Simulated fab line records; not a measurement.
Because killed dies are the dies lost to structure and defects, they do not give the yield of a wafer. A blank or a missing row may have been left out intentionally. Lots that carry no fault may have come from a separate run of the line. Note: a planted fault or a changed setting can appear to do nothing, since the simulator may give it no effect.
fab line records || flow nand-harc
record: {"lots": 6, "wafers": 18, "last-day": 33}
route steps=1302 shown A_ONON_D2@550 END@1302
lots with no fault: from the same line, run without faults
start-h: start of the lot's first displayed wafer, in hours after the record's first day || wait-h: how many hours have passed since the lot's step before this one || " identical to the entry in the row above || L1.1+2: one row covering several wafers at once || - no value present, or no start provided || * or withheld: withheld || < > ~ a bound
route shown NAME@n: NAME is a module with steps in the file, n the number in the route of the first one || usual: mean/standard deviation of fault-free wafers || same: alike in all rows || chamber/n: place in a boat || sites: per-site readings || _std_site: standard deviation of those values || _edge_site: outer sites' mean less inner sites' || radius-mm: for every site, how far away it sits from the centre of the wafer || mask NAME#n: copy n || behind: the last tool/chamber to shape the wafer || hold: cause of the lot's hold/its duration in hours/its outcome || device: the n, p or np transistor that did not switch || end of line: the route-end tests of the same wafers || a step given without rows: its recipe and nothing more || killed: not the wafer's yield, but the dies lost to structure and defects at the first sort || map: a wafer's dies, marking killed ones x, the rest . and places with no die _
set.NAME: the setting that was run; set.NAME@STEP: the one run at that earlier step || model.NAME: the simulator's own value behind a step, which no gauge read
a table for each step, a row for each wafer; lots at some steps of the route
services: a tool's chamber out of use, with start hour (start-h, from the record's first day; less than 0 if before it), hours out, and reason
== steps ==
step: NHARC_A_ONON_D2_THK_MEAS_08
recipe: {"thk-meas-gauge": "ellipsometry"}
usual: {"thk-nm": "999/11"}
{"lot.wafer": "L848.2", "tool": "film-metro-02", "chamber": "-", "start-h": 310.34, "wait-h": "-", "thk-nm": 1005}
{"lot.wafer": "L848.3", "tool": "film-metro-02", "chamber": "-", "start-h": 310.34, "wait-h": "-", "thk-nm": 1006}
{"lot.wafer": "L848.4", "tool": "film-metro-02", "chamber": "-", "start-h": 310.34, "wait-h": "-", "thk-nm": 1005}
{"lot.wafer": "L852.1", "tool": "film-metro-01", "chamber": "-", "start-h": 346.84, "wait-h": "-", "thk-nm": 1009}
{"lot.wafer": "L852.2", "tool": "film-metro-01", "chamber": "-", "start-h": 346.84, "wait-h": "-", "thk-nm": 1008}
{"lot.wafer": "L852.6", "tool": "film-metro-01", "chamber": "-", "start-h": 346.84, "wait-h": "-", "thk-nm": 1010}
{"lot.wafer": "L855.1", "tool": "film-metro-01", "chamber": "-", "start-h": 377.92, "wait-h": "-", "thk-nm": 1000}
{"lot.wafer": "L855.4", "tool": "film-metro-01", "chamber": "-", "start-h": 377.92, "wait-h": "-", "thk-nm": 1001}
{"lot.wafer": "L855.5", "tool": "film-metro-01", "chamber": "-", "start-h": 377.92, "wait-h": "-", "thk-nm": 999}
{"lot.wafer": "L857.1", "tool": "film-metro-02", "chamber": "-", "start-h": 393.13, "wait-h": "-", "thk-nm": 986}
{"lot.wafer": "L857.5", "tool": "film-metro-02", "chamber": "-", "start-h": 393.13, "wait-h": "-", "thk-nm": 986}
{"lot.wafer": "L857.6", "tool": "film-metro-02", "chamber": "-", "start-h": 393.13, "wait-h": "-", "thk-nm": 986}
{"lot.wafer": "L867.2", "tool": "film-metro-02", "chamber": "-", "start-h": 497.18, "wait-h": "-", "thk-nm": 1011}
{"lot.wafer": "L867.4", "tool": "film-metro-02", "chamber": "-", "start-h": 497.18, "wait-h": "-", "thk-nm": 1013}
{"lot.wafer": "L867.6", "tool": "film-metro-02", "chamber": "-", "start-h": 497.18, "wait-h": "-", "thk-nm": 1014}
{"lot.wafer": "L868.1", "tool": "film-metro-02", "chamber": "-", "start-h": 510.23, "wait-h": "-", "thk-nm": 995}
{"lot.wafer": "L868.5", "tool": "film-metro-02", "chamber": "-", "start-h": 510.23, "wait-h": "-", "thk-nm": 994}
{"lot.wafer": "L868.6", "tool": "film-metro-02", "chamber": "-", "start-h": 510.23, "wait-h": "-", "thk-nm": 995}
step: NHARC_A_ONON_D2_DEP_09
recipe: {"target-thk-a": 10000, "n2-flow-sccm": 2750, "n2o-flow-sccm": 2000, "nh3-flow-sccm": 500, "sih4-flow-sccm": 210, "temp-c": 400}
step: NHARC_A_ONON_D2_THK_MEAS_11
recipe: {"thk-meas-gauge": "ellipsometry"}
usual: {"thk-nm": "1002/10"}
{"lot.wafer": "L848.2", "tool": "film-metro-02", "chamber": "-", "start-h": 310.90, "wait-h": "-", "thk-nm": 1017}
{"lot.wafer": "L848.3", "tool": "film-metro-02", "chamber": "-", "start-h": 310.90, "wait-h": "-", "thk-nm": 1018}
{"lot.wafer": "L848.4", "tool": "film-metro-02", "chamber": "-", "start-h": 310.90, "wait-h": "-", "thk-nm": 1016}
{"lot.wafer": "L852.1", "tool": "film-metro-02", "chamber": "-", "start-h": 347.40, "wait-h": "-", "thk-nm": 992}
{"lot.wafer": "L852.2", "tool": "film-metro-02", "chamber": "-", "start-h": 347.40, "wait-h": "-", "thk-nm": 993}
{"lot.wafer": "L852.6", "tool": "film-metro-02", "chamber": "-", "start-h": 347.40, "wait-h": "-", "thk-nm": 992}
{"lot.wafer": "L855.1", "tool": "film-metro-01", "chamber": "-", "start-h": 378.48, "wait-h": "-", "thk-nm": 1002}
{"lot.wafer": "L855.4", "tool": "film-metro-01", "chamber": "-", "start-h": 378.48, "wait-h": "-", "thk-nm": 1002}
{"lot.wafer": "L855.5", "tool": "film-metro-01", "chamber": "-", "start-h": 378.48, "wait-h": "-", "thk-nm": 1001}
{"lot.wafer": "L857.1", "tool": "film-metro-02", "chamber": "-", "start-h": 393.70, "wait-h": "-", "thk-nm": 1003}
{"lot.wafer": "L857.5", "tool": "film-metro-02", "chamber": "-", "start-h": 393.70, "wait-h": "-", "thk-nm": 1002}
{"lot.wafer": "L857.6", "tool": "film-metro-02", "chamber": "-", "start-h": 393.70, "wait-h": "-", "thk-nm": 1003}
{"lot.wafer": "L867.2", "tool": "film-metro-01", "chamber": "-", "start-h": 497.75, "wait-h": "-", "thk-nm": 991}
{"lot.wafer": "L867.4", "tool": "film-metro-01", "chamber": "-", "start-h": 497.75, "wait-h": "-", "thk-nm": 987}
{"lot.wafer": "L867.6", "tool": "film-metro-01", "chamber": "-", "start-h": 497.75, "wait-h": "-", "thk-nm": 990}
{"lot.wafer": "L868.1", "tool": "film-metro-01", "chamber": "-", "start-h": 510.80, "wait-h": "-", "thk-nm": 1005}
{"lot.wafer": "L868.5", "tool": "film-metro-01", "chamber": "-", "start-h": 510.80, "wait-h": "-", "thk-nm": 1005}
{"lot.wafer": "L868.6", "tool": "film-metro-01", "chamber": "-", "start-h": 510.80, "wait-h": "-", "thk-nm": 1006}
step: NHARC_A_ONON_D2_DEP_12
recipe: {"target-thk-a": 10000, "n2-flow-sccm": 2750, "n2o-flow-sccm": 2000, "nh3-flow-sccm": 500, "sih4-flow-sccm": 210, "temp-c": 400}
step: NHARC_A_ONON_D2_THK_MEAS_14
recipe: {"thk-meas-gauge": "ellipsometry"}
usual: {"thk-nm": "1001/12"}
{"lot.wafer": "L848.2", "tool": "film-metro-01", "chamber": "-", "start-h": 311.47, "wait-h": "-", "thk-nm": 990}
{"lot.wafer": "L848.3", "tool": "film-metro-01", "chamber": "-", "start-h": 311.47, "wait-h": "-", "thk-nm": 989}
{"lot.wafer": "L848.4", "tool": "film-metro-01", "chamber": "-", "start-h": 311.47, "wait-h": "-", "thk-nm": 988}
{"lot.wafer": "L852.1", "tool": "film-metro-01", "chamber": "-", "start-h": 347.97, "wait-h": "-", "thk-nm": 984}
{"lot.wafer": "L852.2", "tool": "film-metro-01", "chamber": "-", "start-h": 347.97, "wait-h": "-", "thk-nm": 984}
{"lot.wafer": "L852.6", "tool": "film-metro-01", "chamber": "-", "start-h": 347.97, "wait-h": "-", "thk-nm": 984}
{"lot.wafer": "L855.1", "tool": "film-metro-01", "chamber": "-", "start-h": 379.05, "wait-h": "-", "thk-nm": 1007}
{"lot.wafer": "L855.4", "tool": "film-metro-01", "chamber": "-", "start-h": 379.05, "wait-h": "-", "thk-nm": 1009}
{"lot.wafer": "L855.5", "tool": "film-metro-01", "chamber": "-", "start-h": 379.05, "wait-h": "-", "thk-nm": 1009}
{"lot.wafer": "L857.1", "tool": "film-metro-01", "chamber": "-", "start-h": 394.26, "wait-h": "-", "thk-nm": 1016}
{"lot.wafer": "L857.5", "tool": "film-metro-01", "chamber": "-", "start-h": 394.26, "wait-h": "-", "thk-nm": 1017}
{"lot.wafer": "L857.6", "tool": "film-metro-01", "chamber": "-", "start-h": 394.26, "wait-h": "-", "thk-nm": 1016}
{"lot.wafer": "L867.2", "tool": "film-metro-01", "chamber": "-", "start-h": 498.31, "wait-h": "-", "thk-nm": 1007}
{"lot.wafer": "L867.4", "tool": "film-metro-01", "chamber": "-", "start-h": 498.31, "wait-h": "-", "thk-nm": 1007}
{"lot.wafer": "L867.6", "tool": "film-metro-01", "chamber": "-", "start-h": 498.31, "wait-h": "-", "thk-nm": 1006}
{"lot.wafer": "L868.1", "tool": "film-metro-01", "chamber": "-", "start-h": 511.36, "wait-h": "-", "thk-nm": 1034}
{"lot.wafer": "L868.5", "tool": "film-metro-01", "chamber": "-", "start-h": 511.36, "wait-h": "-", "thk-nm": 1033}
{"lot.wafer": "L868.6", "tool": "film-metro-01", "chamber": "-", "start-h": 511.36, "wait-h": "-", "thk-nm": 1033}
step: NHARC_A_ONON_D2_ANNEAL_15
recipe: {"temp-c": 750, "time-s": 3600}
step: NHARC_A_ONON_D2_DEP_16
recipe: {"target-thk-a": 10000, "n2-flow-sccm": 2750, "n2o-flow-sccm": 2000, "nh3-flow-sccm": 500, "sih4-flow-sccm": 210, "temp-c": 400}
step: NHARC_A_ONON_D2_THK_MEAS_18
recipe: {"thk-meas-gauge": "ellipsometry"}
usual: {"thk-nm": "1003/8.4"}
{"lot.wafer": "L848.2", "tool": "film-metro-01", "chamber": "-", "start-h": 322.30, "wait-h": "-", "thk-nm": 1005}
{"lot.wafer": "L848.3", "tool": "film-metro-01", "chamber": "-", "start-h": 322.30, "wait-h": "-", "thk-nm": 1004}
{"lot.wafer": "L848.4", "tool": "film-metro-01", "chamber": "-", "start-h": 322.30, "wait-h": "-", "thk-nm": 1002}
{"lot.wafer": "L852.1", "tool": "film-metro-01", "chamber": "-", "start-h": 356.64, "wait-h": "-", "thk-nm": 1014}
{"lot.wafer": "L852.2", "tool": "film-metro-01", "chamber": "-", "start-h": 356.64, "wait-h": "-", "thk-nm": 1013}
{"lot.wafer": "L852.6", "tool": "film-metro-01", "chamber": "-", "start-h": 356.64, "wait-h": "-", "thk-nm": 1014}
{"lot.wafer": "L855.1", "tool": "film-metro-01", "chamber": "-", "start-h": 386.74, "wait-h": "-", "thk-nm": 1008}
{"lot.wafer": "L855.4", "tool": "film-metro-01", "chamber": "-", "start-h": 386.74, "wait-h": "-", "thk-nm": 1007}
{"lot.wafer": "L855.5", "tool": "film-metro-01", "chamber": "-", "start-h": 386.74, "wait-h": "-", "thk-nm": 1007}
{"lot.wafer": "L857.1", "tool": "film-metro-01", "chamber": "-", "start-h": 402.03, "wait-h": "-", "thk-nm": 1011}
{"lot.wafer": "L857.5", "tool": "film-metro-01", "chamber": "-", "start-h": 402.03, "wait-h": "-", "thk-nm": 1013}
{"lot.wafer": "L857.6", "tool": "film-metro-01", "chamber": "-", "start-h": 402.03, "wait-h": "-", "thk-nm": 1012}
{"lot.wafer": "L867.2", "tool": "film-metro-01", "chamber": "-", "start-h": 506.08, "wait-h": "-", "thk-nm": 1011}
{"lot.wafer": "L867.4", "tool": "film-metro-01", "chamber": "-", "start-h": 506.08, "wait-h": "-", "thk-nm": 1013}
{"lot.wafer": "L867.6", "tool": "film-metro-01", "chamber": "-", "start-h": 506.08, "wait-h": "-", "thk-nm": 1012}
{"lot.wafer": "L868.1", "tool": "film-metro-02", "chamber": "-", "start-h": 519.13, "wait-h": "-", "thk-nm": 994}
{"lot.wafer": "L868.5", "tool": "film-metro-02", "chamber": "-", "start-h": 519.13, "wait-h": "-", "thk-nm": 996}
{"lot.wafer": "L868.6", "tool": "film-metro-02", "chamber": "-", "start-h": 519.13, "wait-h": "-", "thk-nm": 994}
step: NHARC_A_ONON_D2_DEP_19
recipe: {"target-thk-a": 10000, "n2-flow-sccm": 2750, "n2o-flow-sccm": 2000, "nh3-flow-sccm": 500, "sih4-flow-sccm": 210, "temp-c": 400}
step: NHARC_A_ONON_D2_THK_MEAS_21
recipe: {"thk-meas-gauge": "ellipsometry"}
usual: {"thk-nm": "999/10"}
{"lot.wafer": "L848.2", "tool": "film-metro-01", "chamber": "-", "start-h": 322.87, "wait-h": "-", "thk-nm": 1006}
{"lot.wafer": "L848.3", "tool": "film-metro-01", "chamber": "-", "start-h": 322.87, "wait-h": "-", "thk-nm": 1006}
{"lot.wafer": "L848.4", "tool": "film-metro-01", "chamber": "-", "start-h": 322.87, "wait-h": "-", "thk-nm": 1006}
{"lot.wafer": "L852.1", "tool": "film-metro-01", "chamber": "-", "start-h": 357.21, "wait-h": "-", "thk-nm": 986}
{"lot.wafer": "L852.2", "tool": "film-metro-01", "chamber": "-", "start-h": 357.21, "wait-h": "-", "thk-nm": 988}
{"lot.wafer": "L852.6", "tool": "film-metro-01", "chamber": "-", "start-h": 357.21, "wait-h": "-", "thk-nm": 988}
{"lot.wafer": "L855.1", "tool": "film-metro-01", "chamber": "-", "start-h": 387.32, "wait-h": "-", "thk-nm": 987}
{"lot.wafer": "L855.4", "tool": "film-metro-01", "chamber": "-", "start-h": 387.32, "wait-h": "-", "thk-nm": 989}
{"lot.wafer": "L855.5", "tool": "film-metro-01", "chamber": "-", "start-h": 387.32, "wait-h": "-", "thk-nm": 990}
{"lot.wafer": "L857.1", "tool": "film-metro-02", "chamber": "-", "start-h": 402.60, "wait-h": "-", "thk-nm": 1006}
{"lot.wafer": "L857.5", "tool": "film-metro-02", "chamber": "-", "start-h": 402.60, "wait-h": "-", "thk-nm": 1005}
{"lot.wafer": "L857.6", "tool": "film-metro-02", "chamber": "-", "start-h": 402.60, "wait-h": "-", "thk-nm": 1007}
{"lot.wafer": "L867.2", "tool": "film-metro-01", "chamber": "-", "start-h": 506.65, "wait-h": "-", "thk-nm": 1002}
{"lot.wafer": "L867.4", "tool": "film-metro-01", "chamber": "-", "start-h": 506.65, "wait-h": "-", "thk-nm": 1002}
{"lot.wafer": "L867.6", "tool": "film-metro-01", "chamber": "-", "start-h": 506.65, "wait-h": "-", "thk-nm": 1001}
{"lot.wafer": "L868.1", "tool": "film-metro-02", "chamber": "-", "start-h": 519.69, "wait-h": "-", "thk-nm": 1017}
{"lot.wafer": "L868.5", "tool": "film-metro-02", "chamber": "-", "start-h": 519.69, "wait-h": "-", "thk-nm": 1017}
{"lot.wafer": "L868.6", "tool": "film-metro-02", "chamber": "-", "start-h": 519.69, "wait-h": "-", "thk-nm": 1018}
step: NHARC_A_ONON_D2_DEP_22
recipe: {"target-thk-a": 10000, "n2-flow-sccm": 2750, "n2o-flow-sccm": 2000, "nh3-flow-sccm": 500, "sih4-flow-sccm": 210, "temp-c": 400}
step: NHARC_A_ONON_D2_THK_MEAS_24
recipe: {"thk-meas-gauge": "ellipsometry"}
usual: {"thk-nm": "1002/9.3"}
{"lot.wafer": "L848.2", "tool": "film-metro-01", "chamber": "-", "start-h": 323.44, "wait-h": "-", "thk-nm": 1019}
{"lot.wafer": "L848.3", "tool": "film-metro-01", "chamber": "-", "start-h": 323.44, "wait-h": "-", "thk-nm": 1017}
{"lot.wafer": "L848.4", "tool": "film-metro-01", "chamber": "-", "start-h": 323.44, "wait-h": "-", "thk-nm": 1017}
{"lot.wafer": "L852.1", "tool": "film-metro-01", "chamber": "-", "start-h": 357.78, "wait-h": "-", "thk-nm": 1006}
{"lot.wafer": "L852.2", "tool": "film-metro-01", "chamber": "-", "start-h": 357.78, "wait-h": "-", "thk-nm": 1006}
{"lot.wafer": "L852.6", "tool": "film-metro-01", "chamber": "-", "start-h": 357.78, "wait-h": "-", "thk-nm": 1008}
{"lot.wafer": "L855.1", "tool": "film-metro-01", "chamber": "-", "start-h": 387.89, "wait-h": "-", "thk-nm": 1008}
{"lot.wafer": "L855.4", "tool": "film-metro-01", "chamber": "-", "start-h": 387.89, "wait-h": "-", "thk-nm": 1006}
{"lot.wafer": "L855.5", "tool": "film-metro-01", "chamber": "-", "start-h": 387.89, "wait-h": "-", "thk-nm": 1008}
{"lot.wafer": "L857.1", "tool": "film-metro-01", "chamber": "-", "start-h": 403.17, "wait-h": "-", "thk-nm": 986}
{"lot.wafer": "L857.5", "tool": "film-metro-01", "chamber": "-", "start-h": 403.17, "wait-h": "-", "thk-nm": 987}
{"lot.wafer": "L857.6", "tool": "film-metro-01", "chamber": "-", "start-h": 403.17, "wait-h": "-", "thk-nm": 986}
{"lot.wafer": "L867.2", "tool": "film-metro-02", "chamber": "-", "start-h": 507.22, "wait-h": "-", "thk-nm": 999}
{"lot.wafer": "L867.4", "tool": "film-metro-02", "chamber": "-", "start-h": 507.22, "wait-h": "-", "thk-nm": 1002}
{"lot.wafer": "L867.6", "tool": "film-metro-02", "chamber": "-", "start-h": 507.22, "wait-h": "-", "thk-nm": 999}
{"lot.wafer": "L868.1", "tool": "film-metro-01", "chamber": "-", "start-h": 520.26, "wait-h": "-", "thk-nm": 1015}
{"lot.wafer": "L868.5", "tool": "film-metro-01", "chamber": "-", "start-h": 520.26, "wait-h": "-", "thk-nm": 1014}
{"lot.wafer": "L868.6", "tool": "film-metro-01", "chamber": "-", "start-h": 520.26, "wait-h": "-", "thk-nm": 1016}
step: NHARC_A_ONON_D2_DEP_25
recipe: {"target-thk-a": 10000, "n2-flow-sccm": 2750, "n2o-flow-sccm": 2000, "nh3-flow-sccm": 500, "sih4-flow-sccm": 210, "temp-c": 400}
{"lot.wafer": "L848.2+3+4", "tool": "pecvd-onon-02", "chamber": 0, "start-h": 323.55, "wait-h": 0.1}
{"lot.wafer": "L852.1+2+6", "tool": "pecvd-onon-02", "chamber": 0, "start-h": 357.83, "wait-h": 0.1}
{"lot.wafer": "L855.1+4+5", "tool": "pecvd-onon-02", "chamber": 0, "start-h": 387.95, "wait-h": 0.1}
{"lot.wafer": "L857.1+5+6", "tool": "pecvd-onon-02", "chamber": 0, "start-h": 403.22, "wait-h": 0.1}
{"lot.wafer": "L867.2+4+6", "tool": "pecvd-onon-02", "chamber": 0, "start-h": 507.33, "wait-h": 0.1}
{"lot.wafer": "L868.1+5+6", "tool": "pecvd-onon-03", "chamber": 0, "start-h": 520.31, "wait-h": 0.1}
step: NHARC_A_ONON_D2_THK_MEAS_27
recipe: {"thk-meas-gauge": "ellipsometry"}
usual: {"thk-nm": "997/11"}
{"lot.wafer": "L848.2", "tool": "film-metro-01", "chamber": "-", "start-h": 324.00, "wait-h": "-", "thk-nm": 986}
{"lot.wafer": "L848.3", "tool": "film-metro-01", "chamber": "-", "start-h": 324.00, "wait-h": "-", "thk-nm": 988}
{"lot.wafer": "L848.4", "tool": "film-metro-01", "chamber": "-", "start-h": 324.00, "wait-h": "-", "thk-nm": 985}
{"lot.wafer": "L852.1", "tool": "film-metro-01", "chamber": "-", "start-h": 358.35, "wait-h": "-", "thk-nm": 985}
{"lot.wafer": "L852.2", "tool": "film-metro-01", "chamber": "-", "start-h": 358.35, "wait-h": "-", "thk-nm": 985}
{"lot.wafer": "L852.6", "tool": "film-metro-01", "chamber": "-", "start-h": 358.35, "wait-h": "-", "thk-nm": 986}
{"lot.wafer": "L855.1", "tool": "film-metro-02", "chamber": "-", "start-h": 388.46, "wait-h": "-", "thk-nm": 1169}
{"lot.wafer": "L855.4", "tool": "film-metro-02", "chamber": "-", "start-h": 388.46, "wait-h": "-", "thk-nm": 1169}
{"lot.wafer": "L855.5", "tool": "film-metro-02", "chamber": "-", "start-h": 388.46, "wait-h": "-", "thk-nm": 1168}
{"lot.wafer": "L857.1", "tool": "film-metro-01", "chamber": "-", "start-h": 403.73, "wait-h": "-", "thk-nm": 1169}
{"lot.wafer": "L857.5", "tool": "film-metro-01", "chamber": "-", "start-h": 403.73, "wait-h": "-", "thk-nm": 1171}
{"lot.wafer": "L857.6", "tool": "film-metro-01", "chamber": "-", "start-h": 403.73, "wait-h": "-", "thk-nm": 1171}
{"lot.wafer": "L867.2", "tool": "film-metro-01", "chamber": "-", "start-h": 507.79, "wait-h": "-", "thk-nm": 994}
{"lot.wafer": "L867.4", "tool": "film-metro-01", "chamber": "-", "start-h": 507.79, "wait-h": "-", "thk-nm": 995}
{"lot.wafer": "L867.6", "tool": "film-metro-01", "chamber": "-", "start-h": 507.79, "wait-h": "-", "thk-nm": 995}
{"lot.wafer": "L868.1", "tool": "film-metro-02", "chamber": "-", "start-h": 520.82, "wait-h": "-", "thk-nm": 997}
{"lot.wafer": "L868.5", "tool": "film-metro-02", "chamber": "-", "start-h": 520.82, "wait-h": "-", "thk-nm": 997}
{"lot.wafer": "L868.6", "tool": "film-metro-02", "chamber": "-", "start-h": 520.82, "wait-h": "-", "thk-nm": 996}
step: NHARC_A_ONON_D2_DEP_28
recipe: {"target-thk-a": 10000, "n2-flow-sccm": 2750, "n2o-flow-sccm": 2000, "nh3-flow-sccm": 500, "sih4-flow-sccm": 210, "temp-c": 400}
step: NHARC_END_SORT_01
recipe: {"temp-c": 25}
usual: {"killed-at-array": "55/22", "killed-at-other": "0.9/1.2", "killed-at-periphery": "3.6/2.3", "killed-dies": "60/22", "killed-open": "3.2/1.9", "killed-short": "2.5/1.6"}
same: {"gross-dies": 677}
{"lot.wafer": "L852.1", "tool": "prober-01", "chamber": 0, "start-h": 647.69, "wait-h": 2.5, "killed-at-array": 76, "killed-at-other": 1, "killed-at-periphery": 1, "killed-dies": 78, "killed-open": 5, "killed-short": 0}
{"lot.wafer": "L852.2", "tool": "prober-01", "chamber": 0, "start-h": 648.49, "wait-h": 2.8, "killed-at-array": 79, "killed-at-other": 2, "killed-at-periphery": 1, "killed-dies": 82, "killed-open": 3, "killed-short": 1}
{"lot.wafer": "L852.6", "tool": "prober-01", "chamber": 0, "start-h": 651.72, "wait-h": 4.0, "killed-at-array": 81, "killed-at-other": 1, "killed-at-periphery": 4, "killed-dies": 86, "killed-open": 1, "killed-short": 3}
{"lot.wafer": "L855.1", "tool": "prober-02", "chamber": 0, "start-h": 655.65, "wait-h": 2.5, "killed-at-array": 85, "killed-at-other": 1, "killed-at-periphery": 7, "killed-dies": 93, "killed-open": 2, "killed-short": 1}
{"lot.wafer": "L855.4", "tool": "prober-02", "chamber": 0, "start-h": 658.06, "wait-h": 3.4, "killed-at-array": 87, "killed-at-other": 1, "killed-at-periphery": 10, "killed-dies": 98, "killed-open": 3, "killed-short": 3}
{"lot.wafer": "L855.5", "tool": "prober-02", "chamber": 0, "start-h": 658.86, "wait-h": 3.7, "killed-at-array": 93, "killed-at-other": 0, "killed-at-periphery": 4, "killed-dies": 97, "killed-open": 1, "killed-short": 2}
killed by level:class
L852.1 A_CHANNEL_HOLE_D2:chamber-film-flake=35 A_CHANNEL_HOLE_D1:chamber-film-flake=31 A_WL_FILL:chamber-film-flake=2 P_GATE:geometric-particle:open=1 A_CHANNEL_HOLE_D1:geometric-particle:open=1 A_DECK1_JOINT:geometric-particle:open=1 A_CHANNEL_FILL_D2:geometric-particle:open=1 A_WL_FILL:geometric-particle:open=1
L852.2 A_CHANNEL_HOLE_D1:chamber-film-flake=35 A_CHANNEL_HOLE_D2:chamber-film-flake=32 A_M0:chamber-film-flake=2 A_SLIT:chamber-film-flake=2 A_BONDPAD:chamber-film-flake=2 THIN_TSV:chamber-film-flake=2 P_M1:geometric-particle:open=1 A_CHANNEL_FILL_D1:geometric-particle:open=1
L852.6 A_CHANNEL_HOLE_D1:chamber-film-flake=32 A_CHANNEL_HOLE_D2:chamber-film-flake=32 A_CONTACT:chamber-film-flake=4 P_ZERO_WELL:chamber-film-flake=2 A_CHANNEL_FILL_D2:chamber-film-flake=2 A_WL_FILL:chamber-film-flake=2 A_M0:chamber-film-flake=2 P_CONTACT:geometric-particle:short=1
L855.1 A_CHANNEL_HOLE_D1:chamber-film-flake=31 A_CHANNEL_HOLE_D2:chamber-film-flake=29 A_SLIT:chamber-film-flake=19 P_GATE:chamber-film-flake=3 P_M0:chamber-film-flake=3 A_DECK1_JOINT:chamber-film-flake=2 A_CHANNEL_FILL_D1:geometric-particle:short=1 A_CONTACT:geometric-particle:open=1
L855.4 A_SLIT:chamber-film-flake=34 A_CHANNEL_HOLE_D1:chamber-film-flake=30 A_CHANNEL_HOLE_D2:chamber-film-flake=16 P_M0:chamber-film-flake=5 P_GATE:chamber-film-flake=3 P_CONTACT:geometric-particle:short=1 A_CHANNEL_FILL_D1:geometric-particle:open=1 A_ONON_D2:geometric-particle:open=1
L855.5 A_SLIT:chamber-film-flake=38 A_CHANNEL_HOLE_D1:chamber-film-flake=36 A_CHANNEL_HOLE_D2:chamber-film-flake=13 P_GATE:chamber-film-flake=3 A_CONTACT:chamber-film-flake=2 A_ONON_D1:geometric-particle:short=1 A_DECK1_JOINT:geometric-particle:open=1 A_CHANNEL_FILL_D2:geometric-particle:short=1
== services ==
{"tool": "pecvd-onon-02", "chamber": "-", "start-h": 366.00, "hours": 13.0, "kind": "pm"}
{"tool": "pecvd-onon-03", "chamber": "-", "start-h": 408.00, "hours": 13.0, "kind": "pm"}
== key ==
first-sign: {"step": "NHARC_A_ONON_D2_THK_MEAS_27", "reading": "thk-nm", "direction": "up", "sigmas": 16, "usual": 997, "struck": 1169}
effect none on later readings
met-at NHARC_A_ONON_D2_DEP_25
struck-wafers L855.1,L855.4,L855.5,L857.1,L857.5,L857.6
tester-left-out L855,L857
onset-between 357.83 387.95
fault: {"kind": "process-parameter-drift", "tool": "pecvd-onon-02", "chamber": "-", "onset-h": 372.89, "steps": "NHARC_A_ONON_D2_DEP_25", "channel": "target-thk-a", "offset": "*", "shape": "step", "end-h": 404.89, "acts-in": "*", "stated": "*"}
tester-left-out: of these lots the tester's yield and bins aren't shown, on N5 and GAA mostly nor the transistor test; their killed dies are dies lost to structure and defects alone, not to doping, threshold or leakage, so they don't give the yield
